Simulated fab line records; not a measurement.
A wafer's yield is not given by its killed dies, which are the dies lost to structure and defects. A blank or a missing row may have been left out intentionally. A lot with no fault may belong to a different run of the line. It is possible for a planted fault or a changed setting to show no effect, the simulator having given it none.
Chamber matching    flow n5 finfet    rie diel-01 running N5_BEOL_M15_STRIP_36: 4 sister chambers
The step strips in O2. 18 wafers are shown with their chamber, then 9 later ones without.

## WAFERS WITH THEIR CHAMBER
wafer   chamber  showerhead plenum p Torr (Torr)  drypump motor current A (A)  throttle valve pct (%)
L074.2  0        2.17                             6.1                          16.70
L074.3  2        2.03                             5.1                          16.83
L074.5  0        2.17                             6.1                          16.68
L083.1  0        2.16                             6.1                          16.74
L083.2  1        2.01                             6.3                          16.37
L083.6  2        2.03                             5.2                          16.86
L082.2  3        2.08                             6.0                          16.64
L082.3  1        2.01                             6.3                          16.37
L082.5  0        2.16                             6.1                          16.76
L084.2  0        2.16                             6.1                          16.73
L084.3  1        2.01                             6.3                          16.35
L084.6  3        2.08                             6.0                          16.65
L085.1  2        2.02                             5.2                          16.90
L085.2  0        2.16                             6.0                          16.79
L085.3  1        2.01                             6.3                          16.36
L091.2  2        2.02                             5.1                          16.88
L091.3  1        2.01                             6.3                          16.39
L091.6  3        2.08                             6.0                          16.69

SIGNATURES, as means of the wafers listed above
reading                   chamber 0  chamber 1  chamber 2  chamber 3  scatter within a chamber
showerhead plenum p Torr  2.1633     2.0100     2.0250     2.0800     0.00408
drypump motor current A   6.083      6.300      5.150      6.000      0.0362
throttle valve pct        16.7333    16.3680    16.8675    16.6600    0.0303
Rule: a wafer's distance from a chamber is the root of the sum, over the readings, of the square of ((its reading less the chamber's mean) divided by the reading's scatter). The wafer belongs to the nearest chamber; if the next one is less than 2 further off, it can't be placed. How the scatter is found: for the shown wafers, subtract from each reading the mean of its chamber, square and add these, divide the total by (wafers less chambers), then take the root.

## WAFERS MISSING THEIR CHAMBER
wafer   showerhead plenum p Torr (Torr)  drypump motor current A (A)  throttle valve pct (%)
L087.3  2.08                             6.0                          16.70
L087.4  2.01                             6.3                          16.40
L087.5  2.16                             6.0                          16.74
L090.3  2.16                             6.1                          16.73
L090.4  2.02                             5.2                          16.90
L090.5  2.08                             6.0                          16.67
L095.1  2.08                             6.0                          16.67
L095.3  2.01                             6.3                          16.41
L095.6  2.15                             6.0                          16.79

## EACH ONE'S CHAMBER
wafer   from the rows above  in truth
L087.3  3                    3
L087.4  1                    1
L087.5  0                    0
L090.3  0                    0
L090.4  2                    2
L090.5  3                    3
L095.1  3                    3
L095.3  1                    1
L095.6  0                    0
9 of 9 placed correctly. From these rows, 0 cannot be placed. 0 placed wrongly.
